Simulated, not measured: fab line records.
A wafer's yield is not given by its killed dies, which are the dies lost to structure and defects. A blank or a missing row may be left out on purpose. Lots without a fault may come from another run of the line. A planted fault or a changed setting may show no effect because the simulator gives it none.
Which tool did it? | flow n5 finfet | route of 1938 steps, sampled at 1 step: 11 lots, 33 wafers

## WHAT EACH GAUGE READ, for each wafer
N5_BEOL_M9_OCD_MEAS_38. Usual: 151.3 nm for trench depth nm, sd 1.8.
lot  | measured     | on     | trench depth nm (nm) | flag
L232 | day 10 22:17 | ocd-02 | 152.3 154.0 151.6    |
L236 | day 11 19:13 | ocd-01 | 152.8 149.9 149.9    |
L238 | day 12 07:07 | ocd-01 | 151.6 151.7 152.0    |
L239 | day 12 10:08 | ocd-01 | 149.9 152.8 150.7    |
L242 | day 14 18:31 | ocd-02 | 151.7 154.3 150.3    |
L244 | day 14 22:04 | ocd-02 | 151.1 151.4 155.8    |
L251 | day 16 13:14 | ocd-01 | 148.6 151.3 152.8    |
L250 | day 16 18:25 | ocd-01 | 151.8 149.9 151.2    |
L255 | day 17 09:45 | ocd-01 | 152.3 150.4 150.4    |
L253 | day 17 11:14 | ocd-01 | 149.3 148.3 148.5    |
L254 | day 17 23:13 | ocd-02 | 150.9 151.0 152.1    |

## TOOL THAT RAN EACH LOT (tool first, then ch and the chambers of the sampled wafers, then the start)
The record shows no process step preceding these readings.

## WHAT THE TOOLS THEMSELVES READ (means of the sampled wafers that have a number; where no wafer has one, the mark that the record gives instead)
The record holds no such reading with a usual standard deviation.

## THE ANSWER, worked out from the rows above alone
Rule: lot off if the mean of its wafers having a number is beyond 3 standard deviations from the usual mean. Also off: a lot with no number at a reading for which 4 or more lots have one. Any other lot the step has rows for is counted as sound. Order of review: gauges by route order, followed by the tools' own readings, for which a lot's mean as printed above is used. At the first step where some lot is off, the reading lying furthest off is the one used; lots without a number count as furthest.
None of the lots is off at any reading shown; this tells nothing.

## WHAT THE SIMULATOR PUT IN
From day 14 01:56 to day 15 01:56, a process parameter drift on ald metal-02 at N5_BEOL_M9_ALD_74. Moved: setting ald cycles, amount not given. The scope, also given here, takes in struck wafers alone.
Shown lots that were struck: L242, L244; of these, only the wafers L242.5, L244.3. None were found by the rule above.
